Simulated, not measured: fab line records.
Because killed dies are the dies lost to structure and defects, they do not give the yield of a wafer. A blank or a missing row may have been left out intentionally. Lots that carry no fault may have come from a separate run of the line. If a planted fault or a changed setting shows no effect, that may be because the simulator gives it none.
Matching of chambers ; flow n5_finfet ; N5_BEOL_M4_ILD_DEP_00 on pecvd-01 has 3 sister chambers
The step deposits SiOC from DEMS/O2, target thk 79 nm, time 15.3 s. 18 wafers are shown with their chamber, then 9 later ones without.

## WAFERS WITH THEIR CHAMBER
wafer;chamber;throttle_valve_pct (%);showerhead_plenum_p_Torr (Torr);heater_power_w (W)
L076.1;2;11.6;5.703;487
L076.2;0;12.9;5.675;387
L076.5;1;13.5;5.710;497
L081.2;0;12.7;5.674;300
L081.3;0;12.7;5.677;305
L081.4;1;13.7;5.719;484
L086.1;0;12.7;5.685;377
L086.4;1;13.4;5.711;510
L086.5;0;12.5;5.686;386
L088.1;1;13.3;5.717;474
L088.2;0;12.5;5.676;344
L088.4;0;12.3;5.683;348
L087.1;2;11.7;5.704;520
L087.5;1;13.5;5.720;461
L087.6;0;12.7;5.677;316
L090.1;2;11.8;5.703;515
L090.4;0;12.4;5.678;353
L090.6;2;11.9;5.705;534

SIGNATURES, as means of the wafers listed above
reading;chamber 0;chamber 1;chamber 2;scatter within a chamber
throttle_valve_pct;12.600;13.480;11.750;0.167
showerhead_plenum_p_Torr;5.67900;5.71540;5.70375;0.00407
heater_power_w;346.22;485.20;514.00;27.8
Rule: for each reading, subtract the chamber's mean from the wafer's reading, divide by that reading's scatter and square the result; add these up over the readings and take the root, which gives the wafer's distance from the chamber. If the next closest chamber is less than 2 further off than the closest, the wafer can't be placed; otherwise it belongs to the closest. The scatter: the root of (the sum of the squares of (reading less its chamber's mean) over the shown wafers, divided by (wafers less chambers)).

## WAFERS WITHOUT THEIR CHAMBER
wafer;throttle_valve_pct (%);showerhead_plenum_p_Torr (Torr);heater_power_w (W)
L091.1;13.5;5.713;446
L091.2;11.8;5.704;452
L091.4;13.7;5.715;454
L095.1;13.5;5.711;432
L095.3;13.6;5.697;442
L095.6;13.3;5.713;456
L096.1;12.8;5.678;378
L096.2;12.0;5.708;487
L096.4;11.8;5.718;506

## THE CHAMBER EACH PASSED THROUGH
wafer;from the rows above;in truth
L091.1;1;1
L091.2;2;2
L091.4;1;1
L095.1;1;1
L095.3;1;1
L095.6;1;1
L096.1;0;0
L096.2;2;2
L096.4;2;2
Correct placement for 9 of the 9. Can't be placed from these rows: 0. Wrongly placed: 0.
